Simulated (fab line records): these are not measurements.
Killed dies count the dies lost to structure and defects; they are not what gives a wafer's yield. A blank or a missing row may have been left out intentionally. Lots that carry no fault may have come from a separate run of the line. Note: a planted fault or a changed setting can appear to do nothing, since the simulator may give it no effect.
Chamber matching -- flow nand_harc -- NHARC_P_STI_DESCUM_14 on rie_diel-07: 3 sister chambers
The step chemistry O2, time 3 s. 6 wafers are shown with their chamber, then 6 later ones without.

## WAFERS WITH THEIR CHAMBER
wafer,chamber,showerhead_plenum_p_Torr (Torr),oes_product_au (a.u.)
L077.5,0,1.89,1.010
L080.4,0,1.88,1.011
L080.6,3,1.86,1.006
L083.4,3,1.86,1.000
L083.5,2,1.94,0.993
L087.3,2,1.93,0.998

## WAFERS WHOSE CHAMBER IS MISSING
wafer,showerhead_plenum_p_Torr (Torr),oes_product_au (a.u.)
L087.4,1.88,1.000
L087.6,1.94,0.998
L090.2,1.86,0.991
L090.3,1.93,0.985
L096.2,1.86,0.995
L096.3,1.88,1.000

## CHAMBER TAKEN BY EACH
wafer,from the rows above,in truth
L087.4,can't be placed: 0 or 3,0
L087.6,2,2
L090.2,3,3
L090.3,2,2
L096.2,3,3
L096.3,can't be placed: 0 or 3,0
Correctly placed: 4 of 6. Not placeable from these rows: 2 (in 2, the candidates include the true chamber). Number placed wrongly: 0.
How it was worked out, from the rows above alone: a wafer's distance from a chamber is the root of the sum, over the readings, of the square of ((its reading less the chamber's mean) divided by the reading's scatter). If the next closest chamber is less than 2 further off than the closest, the wafer can't be placed; otherwise it belongs to the closest. For every chamber, the mean is computed from those of its wafers that are shown. How the scatter is found: for the shown wafers, subtract from each reading the mean of its chamber, square and add these, divide the total by (wafers less chambers), then take the root.
